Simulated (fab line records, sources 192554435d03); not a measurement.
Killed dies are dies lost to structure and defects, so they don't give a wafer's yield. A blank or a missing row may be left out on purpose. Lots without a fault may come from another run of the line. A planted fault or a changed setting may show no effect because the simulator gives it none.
Split-lot experiment | flow n5_finfet | 7 lots, 39 wafers read, on a route of 1938 steps

THE SPLIT
At N5_BEOL_M11_VIA_ETCH_34 (etches SiCOH lowk in C4F6/O2, target depth 184.5 nm, time 69.2 s), the setting target_depth_a was moved away from the recipe's 1845 angstrom on 12 of the 39 wafers read, by -47.9% to +32.8%. The other wafers ran this setting at the recipe's value.

The reading is taken at the split's own step.

THE READING
SOC_of_BEOL_M11_COAT_63.thk_nm (the simulator's own value, which no gauge read), in nm, at N5_BEOL_M11_VIA_ETCH_34 (etches SiCOH lowk in C4F6/O2, target depth 184.5 nm, time 69.2 s). The file gives no usual value for it. The 27 wafers here that ran the recipe average 91.9 nm, standard deviation 0.33 nm.

wafer  | tool, chamber at the split | target_depth_a as run, angstrom | against the recipe | SOC_of_BEOL_M11_COAT_63.thk_nm, nm | against lot-mates on the recipe
L078.1 | rie_diel-04, 3             | 2433                            | +31.9%             | 89.4                               | -2.5
L078.2 | rie_diel-04, 1             | 2433                            | +31.9%             | 89.4                               | -2.5
L078.3 | rie_diel-04, 0             | 1845                            | recipe             | 92.2                               | -
L078.4 | rie_diel-04, 2             | 1845                            | recipe             | 91.8                               | -
L078.5 | rie_diel-04, 2             | 1845                            | recipe             | 91.6                               | -
L078.6 | rie_diel-04, 3             | 2433                            | +31.9%             | 89.4                               | -2.5
L083.1 | rie_diel-06, 3             | 1845                            | recipe             | 92.2                               | -
L083.2 | rie_diel-06, 2             | 1845                            | recipe             | 92                                 | -
L083.3 | rie_diel-06, 0             | 1845                            | recipe             | 92.2                               | -
L083.4 | rie_diel-06, 1             | 1845                            | recipe             | 91.8                               | -
L083.5 | rie_diel-06, 1             | 1845                            | recipe             | 91.8                               | -
L083.6 | rie_diel-06, 2             | 1845                            | recipe             | 92.2                               | -
L086.1 | rie_diel-04, 1             | 1845                            | recipe             | 92.6                               | -
L086.2 | rie_diel-04, 0             | 1845                            | recipe             | 92.2                               | -
L086.3 | rie_diel-04, 2             | 1845                            | recipe             | 92.2                               | -
L086.4 | rie_diel-04, 3             | 1845                            | recipe             | 92.2                               | -
L086.5 | rie_diel-04, 2             | 1845                            | recipe             | 92                                 | -
L086.6 | rie_diel-04, 3             | 1845                            | recipe             | 92.4                               | -
L088.1 | rie_diel-04, 1             | 2412                            | +30.7%             | 89.6                               | -2.3
L088.2 | rie_diel-04, 2             | 1845                            | recipe             | 92                                 | -
L088.3 | rie_diel-04, 0             | 2412                            | +30.7%             | 89.6                               | -2.3
L088.4 | rie_diel-04, 2             | 1845                            | recipe             | 91.8                               | -
L088.5 | rie_diel-04, 1             | 2412                            | +30.7%             | 89.4                               | -2.5
L088.6 | rie_diel-04, 0             | 1845                            | recipe             | 92                                 | -
L092.1 | rie_diel-06, 2             | 1845                            | recipe             | 91.4                               | -
L092.2 | rie_diel-06, 3             | 1845                            | recipe             | 91.4                               | -
L092.3 | rie_diel-06, 0             | 961.3                           | -47.9%             | 95.4                               | +3.9
L092.4 | rie_diel-06, 1             | 961.3                           | -47.9%             | 95.4                               | +3.9
L092.5 | rie_diel-06, 0             | 961.3                           | -47.9%             | 95.8                               | +4.3
L092.6 | rie_diel-06, 3             | 1845                            | recipe             | 91.6                               | -
L094.2 | rie_diel-02, 0             | 1845                            | recipe             | 91.8                               | -
L094.3 | rie_diel-02, 2             | 1845                            | recipe             | 91.6                               | -
L094.6 | rie_diel-02, 1             | 1845                            | recipe             | 91.4                               | -
L096.1 | rie_diel-06, 2             | 2450                            | +32.8%             | 88.8                               | -2.7
L096.2 | rie_diel-06, 1             | 1845                            | recipe             | 91.6                               | -
L096.3 | rie_diel-06, 1             | 2450                            | +32.8%             | 88.4                               | -3.1
L096.4 | rie_diel-06, 2             | 1845                            | recipe             | 91.6                               | -
L096.5 | rie_diel-06, 1             | 1845                            | recipe             | 91.4                               | -
L096.6 | rie_diel-06, 2             | 2450                            | +32.8%             | 88.8                               | -2.7

THE FIT
A straight line over all 39 wafers: SOC_of_BEOL_M11_COAT_63.thk_nm changes by -0.0806 nm for each +1% of target_depth_a; r = -0.98; the points scatter about the line by 0.34 nm.
The same after taking each lot's own level away (the mean of its wafers on the recipe; 39 wafers): -0.083 nm for each +1%; r = -0.99; scatter 0.18 nm.
On that fit, the largest move of target_depth_a shifts the reading by 4 nm.
The lots' own levels span 91.47 to 92.27 nm, that is 2.4 times the standard deviation above.
So the lot-to-lot level changes the slope little: the two slopes agree.
Check: with one of the wafers moved furthest among these (-47.9%) left out of the fit, the line predicts +4.01 nm for it against its lot-mates. It came out at +3.93 nm against them.

THE WHOLE CHAIN: every reading that the file lists as answering this split, in the file's order
step                    | what it does                                                     | reading                                                                         | change (the file's fit)                | r (the file's)
N5_BEOL_M11_VIA_ETCH_34 | etches SiCOH lowk in C4F6/O2, target depth 184.5 nm, time 69.2 s | etch.depth_nm (the simulator's own value, which no gauge read)                  | +1.83 nm for each +1% of the setting   | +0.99
N5_BEOL_M11_VIA_ETCH_34 | etches SiCOH lowk in C4F6/O2, target depth 184.5 nm, time 69.2 s | SOC_of_BEOL_M11_COAT_63.thk_nm (the simulator's own value, which no gauge read) | -0.0828 nm for each +1% of the setting | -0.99

THE FILE'S OWN FIT
SOC_of_BEOL_M11_COAT_63.thk_nm changes by -0.0828 nm for each +1% of target_depth_a, r = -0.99.
